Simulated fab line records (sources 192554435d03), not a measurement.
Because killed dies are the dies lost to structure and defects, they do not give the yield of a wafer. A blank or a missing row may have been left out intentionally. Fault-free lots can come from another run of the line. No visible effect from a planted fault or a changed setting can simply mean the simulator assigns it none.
What tool caused it? | flow n5Finfet | at 1 step of a route of 1938, 12 lots with 36 wafers sampled

== WHAT THE GAUGES READ, wafer by wafer ==
N5_BEOL_M5_CD_MEAS_18: pitch 56 nm, target cd 28 nm.
lot  | measured     | on       | cdNm (nm)
L075 | day 8 08:55  | cdSem-03 | 28.03 27.97 28.02
L077 | day 9 06:33  | cdSem-02 | 27.39 27.82 27.56
L080 | day 9 19:52  | cdSem-03 | 27.78 28.15 27.90
L081 | day 10 01:03 | cdSem-02 | 27.96 28.28 28.10
L085 | day 10 19:13 | cdSem-01 | 28.30 27.86 27.88
L083 | day 11 04:46 | cdSem-02 | 27.90 28.20 27.87
L086 | day 11 13:27 | cdSem-02 | 28.45 27.64 27.51
L090 | day 12 02:28 | cdSem-02 | 28.39 28.31 28.15
L089 | day 12 18:59 | cdSem-03 | 28.10 28.42 28.29
L093 | day 13 02:32 | cdSem-02 | 28.40 27.92 27.66
L095 | day 13 15:51 | cdSem-03 | 28.06 28.23 27.83
L097 | day 14 08:23 | cdSem-02 | 27.86 27.75 28.26

== WHAT TOOL EACH LOT RAN ON (gives the tool, then ch and the chambers of the sampled wafers, and finally the start) ==
There is no process step in the record ahead of these readings.

== THE ANSWER, worked out from the rows above alone ==
Rule: the usual values come from the lots themselves. Put in order of their means at a reading, lots are off if they are a third of the lots or fewer, leave a main group of 4 or more, and stand apart from it by a gap of 3 or more times the standard deviation of the main group's means; of several such gaps the widest counts. A main group whose means are all the same, to the digits that the tables above print for the reading, isn't used. Also off: a lot with no number at a reading for which 4 or more lots have one. Any other lot the step has rows for is counted as sound.
None of the lots is off at any reading shown; this tells nothing.

== WHAT WAS PUT IN BY THE SIMULATOR ==
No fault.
